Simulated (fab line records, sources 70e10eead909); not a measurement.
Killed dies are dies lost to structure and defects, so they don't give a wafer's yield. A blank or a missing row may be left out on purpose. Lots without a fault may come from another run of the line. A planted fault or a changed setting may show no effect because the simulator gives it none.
Which tool did it? | flow nand_harc | 13 lots, 39 wafers sampled, at 6 steps of a route of 1159

WHAT THE GAUGES READ, wafer by wafer
NHARC_A_M0_INSPECT_11.
lot  | measured     | on                | raw_defect_count
L685 | day 17 10:29 | defect_inspect-01 | 12 10 12
L688 | day 17 16:28 | defect_inspect-01 | 16 9 18
L687 | day 17 17:47 | defect_inspect-02 | 21 17 20
L686 | day 17 18:58 | defect_inspect-01 | 33 49 42
L689 | day 17 22:08 | defect_inspect-02 | 9 5 9
L690 | day 18 13:18 | defect_inspect-01 | 30 41 34
L691 | day 18 16:48 | defect_inspect-01 | 17 9 13
L693 | day 19 10:04 | defect_inspect-01 | 51 36 42
L700 | day 21 15:25 | defect_inspect-02 | 31 33 26
L699 | day 21 18:24 | defect_inspect-01 | 28 30 56
L704 | day 22 11:17 | defect_inspect-01 | 54 82 70
L706 | day 22 19:41 | defect_inspect-01 | 34 28 41
L707 | day 23 13:46 | defect_inspect-02 | 37 44 49

NHARC_A_M0_INSPECT_27.
lot  | measured     | on                | raw_defect_count
L685 | day 17 13:06 | defect_inspect-02 | 375 731 384
L688 | day 17 19:03 | defect_inspect-02 | 281 219 231
L687 | day 17 20:22 | defect_inspect-01 | 356 446 727
L686 | day 17 21:33 | defect_inspect-01 | 579 350 300
L689 | day 18 00:52 | defect_inspect-01 | 454 503 324
L690 | day 18 15:51 | defect_inspect-02 | 379 526 447
L691 | day 18 19:22 | defect_inspect-01 | 535 733 467
L693 | day 19 12:36 | defect_inspect-02 | 464 418 394
L700 | day 21 17:59 | defect_inspect-02 | 313 494 448
L699 | day 21 20:56 | defect_inspect-02 | 544 719 560
L704 | day 22 14:14 | defect_inspect-01 | 397 313 310
L706 | day 22 22:17 | defect_inspect-01 | 446 486 607
L707 | day 23 16:19 | defect_inspect-01 | 404 410 741

NHARC_A_M1_CD_MEAS_09: target cd 120 nm.
lot  | measured     | on        | cd_nm (nm)
L685 | day 17 14:29 | cd_sem-01 | 120.4 120.7 120.5
L688 | day 17 20:25 | cd_sem-03 | 121.1 120.8 121.2
L687 | day 17 21:38 | cd_sem-02 | 120.5 121.2 121.3
L686 | day 17 22:50 | cd_sem-03 | 120.2 120.1 119.9
L689 | day 18 02:15 | cd_sem-01 | 119.8 119.6 119.5
L690 | day 18 17:33 | cd_sem-02 | 119.6 119.9 119.9
L691 | day 18 20:44 | cd_sem-02 | 120.2 120.1 120.0
L693 | day 19 14:00 | cd_sem-01 | 119.4 119.3 118.9
L700 | day 21 19:23 | cd_sem-02 | 126.9 126.6 126.2
L699 | day 21 22:20 | cd_sem-03 | 127.5 126.9 127.3
L704 | day 22 16:20 | cd_sem-02 | 120.3 120.3 120.3
L706 | day 23 00:53 | cd_sem-01 | 119.2 119.5 119.3
L707 | day 23 17:35 | cd_sem-02 | 120.5 120.0 120.4

NHARC_END_SORT_01.
lot  | measured     | on        | defect_limited_yield (%) | killed_at_array | killed_at_other | killed_at_periphery | killed_dies | killed_open | killed_short | sort_bin_2_pct (%) | sort_bin_3_pct (%) | sort_bin_4_pct (%) | sort_n_pass | sort_rim_yield_pct (%) | sort_yield_pct (%)
L699 | day 23 08:01 | prober-01 | 96.6 96.2 93.2           | 23 25 43        | 0 1 2           | 0 0 1               | 23 26 46    | 1 2 1       | 3 0 6        | 1.3 2.2 2.5        | 0 0 0.59           | 2.1 1.6 3.7        | 654 651 631 | 96.2 92.5 92.5         | 96.6 96.2 93.2
L704 | day 24 06:13 | prober-02 | 92.5                     | 45              | 2               | 4                   | 51          | 3           | 1            | 2.5                | 0.74               | 4.3                | 626         | 92.5                   | 92.5

WHICH TOOL RAN EACH LOT (tool, then ch and the chambers of the sampled wafers, then the start)
lot  | NHARC_A_M0_PVD_21                       | NHARC_A_M1_PEB_07
L685 | pvd_sputter-03, day 17 13:06 or earlier | litho_track-04 ch 0, day 17 14:25
L688 | pvd_sputter-01, day 17 19:03 or earlier | litho_track-04 ch 0, day 17 20:20
L687 | pvd_sputter-01, day 17 20:22 or earlier | litho_track-04 ch 0, day 17 21:34
L686 | pvd_sputter-03, day 17 21:33 or earlier | litho_track-06 ch 0, day 17 22:46
L689 | pvd_sputter-02, day 18 00:52 or earlier | litho_track-04 ch 0, day 18 02:10
L690 | pvd_sputter-02, day 18 15:51 or earlier | litho_track-01 ch 0, day 18 17:28
L691 | pvd_sputter-03, day 18 19:22 or earlier | litho_track-06 ch 0, day 18 20:39
L693 | pvd_sputter-02, day 19 12:36 or earlier | litho_track-06 ch 0, day 19 13:55
L700 | pvd_sputter-03, day 21 17:59 or earlier | litho_track-06 ch 0, day 21 19:19
L699 | pvd_sputter-01, day 21 20:56 or earlier | litho_track-06 ch 0, day 21 22:16
L704 | pvd_sputter-02, day 22 14:14 or earlier | litho_track-04 ch 0, day 22 16:15
L706 | pvd_sputter-03, day 22 22:17 or earlier | litho_track-01 ch 0, day 23 00:48
L707 | pvd_sputter-03, day 23 16:19 or earlier | litho_track-01 ch 0, day 23 17:30
- NHARC_A_M0_PVD_21: deposits Cu, target thk 30 nm, time 20.49 s.
- NHARC_A_M1_PEB_07: peb time 65 s.

WHAT THE TOOLS THEMSELVES READ (means of the sampled wafers that have a number; where no wafer has one, the mark that the record gives instead)
NHARC_A_M0_PVD_21.
lot  | tool           | throttle_valve_pct (%)
L685 | pvd_sputter-03 | 30.3
L688 | pvd_sputter-01 | 29.9
L687 | pvd_sputter-01 | 30.9
L686 | pvd_sputter-03 | 30.1
L689 | pvd_sputter-02 | 30.7
L690 | pvd_sputter-02 | 29.6
L691 | pvd_sputter-03 | 29.3
L693 | pvd_sputter-02 | 29.9
L700 | pvd_sputter-03 | 29.2
L699 | pvd_sputter-01 | 30.1
L704 | pvd_sputter-02 | 30.5
L706 | pvd_sputter-03 | 29.2
L707 | pvd_sputter-03 | 30.6

THE ANSWER, worked out from the rows above alone
Rule: what is usual is taken from the lots themselves. Put in order of their means at a reading, lots are off if they are a third of the lots or fewer, leave a main group of 4 or more, and stand apart from it by a gap of 3 or more times the standard deviation of the main group's means; of several such gaps the widest counts. A main group whose means are all the same, to the digits that the tables above print for the reading, isn't used. A lot without any number at a reading at which 4 lots or more have one is off too. The other lots that the step has rows for count as sound. The gauges are gone through in route order, then the tools' own readings, and for those a lot's mean is taken as printed above. The first step at which some lot is off is used, and at that step the reading that is off furthest; a lot without a number counts as furthest.
Off: L700, L699, at NHARC_A_M1_CD_MEAS_09 (cd_nm). The main group: mean 120.1 nm, standard deviation 0.58.
A tool fits if, at a process step before that reading, it ran every lot that is off, and no sound lot after the first of them. The gauges at NHARC_A_M1_CD_MEAS_09 are tried like those tools. NHARC_A_M0_PVD_21 gives no start for some lots, so the hours and the order of its lots are those of NHARC_A_M0_INSPECT_27. One fits: litho_track-06 at NHARC_A_M1_PEB_07. Its last sound lot is L693 (day 19 13:55), its first lot that is off L700 (day 21 19:19): a fault that began between those two fits.

WHAT THE SIMULATOR HAD PUT IN
Process parameter drift: litho_track-06, from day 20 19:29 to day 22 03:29, at NHARC_A_M1_PEB_07. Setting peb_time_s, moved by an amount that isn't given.
Lots struck among those shown: L700, L699. The rule above found the same.
